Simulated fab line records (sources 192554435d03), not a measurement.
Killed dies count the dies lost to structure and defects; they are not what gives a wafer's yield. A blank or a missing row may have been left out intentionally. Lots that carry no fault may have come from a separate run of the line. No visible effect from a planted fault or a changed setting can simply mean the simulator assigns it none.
Which tool did it?	flow n5 finfet	24 lots with 72 wafers sampled at 3 steps, on a route of 1938 steps

WHAT EACH GAUGE READ, for each wafer
N5_BEOL_M7_INSPECT_58: inspects for defects (darkfield). Usual: 75 for raw defect count, sd 25.
lot	measured	on	raw defect count	flag
L074	day 9 23:43	defect inspect-01	72 60 115	
L076	day 10 13:31	defect inspect-02	85 91 95	
L077	day 10 14:18	defect inspect-01	130 82 84	
L079	day 10 17:20	defect inspect-02	75 114 81	
L075	day 10 16:40	defect inspect-02	66 81 141	
L078	day 11 01:37	defect inspect-02	111 80 139	
L080	day 11 18:05	defect inspect-01	98 121 94	
L081	day 11 21:34	defect inspect-02	89 48 53	
L082	day 12 18:34	defect inspect-02	89 53 65	
L085	day 12 21:15	defect inspect-02	98 52 109	
L084	day 14 05:50	defect inspect-02	74 38 56	
L086	day 14 08:09	defect inspect-01	46 58 81	
L089	day 14 16:11	defect inspect-02	62 63 50	
L083	day 14 22:56	defect inspect-01	86 48 64	
L087	day 15 00:31	defect inspect-01	59 74 66	
L088	day 15 04:29	defect inspect-01	50 50 78	
L090	day 15 09:44	defect inspect-01	91 65 92	
L093	day 15 20:55	defect inspect-01	81 59 59	
L092	day 16 04:50	defect inspect-01	58 38 52	
L094	day 16 08:26	defect inspect-01	59 55 48	
L091	day 16 08:42	defect inspect-02	58 75 54	
L097	day 16 19:38	defect inspect-02	103 101 95	
L095	day 16 20:11	defect inspect-02	38 61 57	
L096	day 17 09:59	defect inspect-02	74 64 114	

WHAT TOOL EACH LOT RAN ON (gives the tool, then ch and the chambers of the sampled wafers, and finally the start)
lot	N5_BEOL_M7_VIA_ETCH_34	N5_BEOL_M7_PRE_CLEAN_45
L074	rie diel-06 ch 0,1,2, day 9 18:58	pvd sputter-02, day 9 20:06
L076	rie diel-06 ch 0,2,3, day 10 09:02	pvd sputter-01, day 10 11:46
L077	rie diel-06 ch 0,1, day 10 09:26	pvd sputter-01, day 10 12:05
L079	rie diel-03 ch 0,1,3, day 10 12:46	pvd sputter-01, day 10 15:38
L075	rie diel-02 ch 0,2,3, day 10 12:55	pvd sputter-03, day 10 13:47
L078	rie diel-06 ch 0,1,3, day 10 22:38	pvd sputter-01, day 11 00:02
L080	rie diel-06 ch 0,1, day 11 15:07	pvd sputter-01, day 11 16:01
L081	rie diel-06 ch 0,1,2, day 11 19:04	pvd sputter-03, day 11 19:54
L082	rie diel-03 ch 1,2,3, day 12 14:04	pvd sputter-01, day 12 14:55
L085	rie diel-03 ch 2,3, day 12 17:58	pvd sputter-02, day 12 19:04
L084	rie diel-03 ch 0,3, day 14 00:32	pvd sputter-03, day 14 04:16
L086	rie diel-06 ch 1,2,3, day 14 03:40	pvd sputter-01, day 14 04:47
L089	rie diel-03 ch 0,1,2, day 14 12:50	pvd sputter-02, day 14 14:06
L083	rie diel-06 ch 0,1, day 14 18:18	pvd sputter-03, day 14 19:28
L087	rie diel-02 ch 1,3, day 14 21:32	pvd sputter-01, day 14 22:21
L088	rie diel-03 ch 1,2,3, day 15 00:10	pvd sputter-03, day 15 01:02
L090	rie diel-06 ch 1,2,3, day 15 07:16	pvd sputter-01, day 15 08:07
L093	rie diel-03 ch 0,1,2, day 15 17:43	pvd sputter-02, day 15 18:40
L092	rie diel-03 ch 0,1, day 16 01:06	pvd sputter-02, day 16 02:34
L094	rie diel-06 ch 0,2,3, day 16 05:18	pvd sputter-03, day 16 06:28
L091	rie diel-03 ch 0,1, day 16 05:31	pvd sputter-03, day 16 06:39
L097	rie diel-02 ch 0,1, day 16 15:30	pvd sputter-02, day 16 18:05
L095	rie diel-06 ch 0,2,3, day 16 15:47	pvd sputter-02, day 16 18:15
L096	rie diel-03 ch 0,2,3, day 17 06:27	pvd sputter-02, day 17 07:55
- N5_BEOL_M7_VIA_ETCH_34: etches SiCOH lowk in C4F6/O2, target depth 125.5 nm, time 50.5 s.
- N5_BEOL_M7_PRE_CLEAN_45: time 30 s.

AS READ BY THE TOOLS THEMSELVES (means over the sampled wafers that have a number; for cases with no such wafer, the mark the record gives instead)
N5_BEOL_M7_VIA_ETCH_34. Usual: drypump motor current A 5.6 A, standard deviation 0.48; oes product au 0.81 a.u., standard deviation 0.094; rf vpp V 665 V, standard deviation 6.7; showerhead plenum p Torr 2.86 Torr, standard deviation 0.095; throttle valve pct 20.90 %, standard deviation 0.22.
lot	tool	drypump motor current A (A)	oes product au (a.u.)	rf vpp V (V)	showerhead plenum p Torr (Torr)	throttle valve pct (%)	flag
L074	rie diel-06	5.7	0.79	663	2.82	20.91	
L076	rie diel-06	5.7	0.78	659	2.79	20.92	
L077	rie diel-06	5.3	0.84	663	2.85	20.93	
L079	rie diel-03	5.5	0.81	670	2.91	20.81	
L075	rie diel-02	5.8	0.81	660	2.83	21.02	
L078	rie diel-06	5.4	0.76	664	2.85	21.10	
L080	rie diel-06	5.5	0.76	668	2.88	21.10	
L081	rie diel-06	5.7	0.77	662	2.82	20.92	
L082	rie diel-03	5.6	0.83	673	2.98	20.83	
L085	rie diel-03	5.4	0.91	673	3.01	20.75	
L084	rie diel-03	5.3	0.84	670	2.92	20.74	
L086	rie diel-06	5.9	0.69	663	2.82	21.12	
L089	rie diel-03	5.4	0.89	669	2.90	20.77	
L083	rie diel-06	5.3	0.80	662	2.83	20.97	
L087	rie diel-02	6.2	0.82	660	2.85	20.96	
L088	rie diel-03	5.6	0.90	672	2.97	20.74	
L090	rie diel-06	5.9	0.69	664	2.82	21.12	
L093	rie diel-03	5.3	0.88	669	2.90	20.77	
L092	rie diel-03	5.2	0.83	666	2.82	20.77	
L094	rie diel-06	5.7	0.75	658	2.77	20.98	
L091	rie diel-03	5.6	0.89	670	2.86	20.74	
L097	rie diel-02	5.8	0.83	658	2.81	20.85	
L095	rie diel-06	5.7	0.74	659	2.77	20.97	
L096	rie diel-03	5.2	0.82	669	2.92	20.79	

N5_BEOL_M7_PRE_CLEAN_45. Usual: 355 W for heater power w, sd 38.
lot	tool	heater power w (W)	flag
L074	pvd sputter-02	383	
L076	pvd sputter-01	339	
L077	pvd sputter-01	342	
L079	pvd sputter-01	312	
L075	pvd sputter-03	352	
L078	pvd sputter-01	338	
L080	pvd sputter-01	322	
L081	pvd sputter-03	355	
L082	pvd sputter-01	330	
L085	pvd sputter-02	384	
L084	pvd sputter-03	343	
L086	pvd sputter-01	348	
L089	pvd sputter-02	389	
L083	pvd sputter-03	339	
L087	pvd sputter-01	339	
L088	pvd sputter-03	354	
L090	pvd sputter-01	327	
L093	pvd sputter-02	377	
L092	pvd sputter-02	381	
L094	pvd sputter-03	344	
L091	pvd sputter-03	319	
L097	pvd sputter-02	390	
L095	pvd sputter-02	368	
L096	pvd sputter-02	387	

THE ANSWER, worked out from the rows above alone
Rule: lot off if the mean of its wafers having a number is beyond 3 standard deviations from the usual mean. Also off: a lot with no number at a reading for which 4 or more lots have one. The other lots that the step has rows for count as sound. After the gauges, taken in route order, come the tools' own readings; for these a lot's mean is taken, as printed above. At the first step where some lot is off, the reading lying furthest off is the one used; lots without a number count as furthest.
Nothing can be told from this: no lot is off at any reading shown.

WHAT WAS PUT IN BY THE SIMULATOR
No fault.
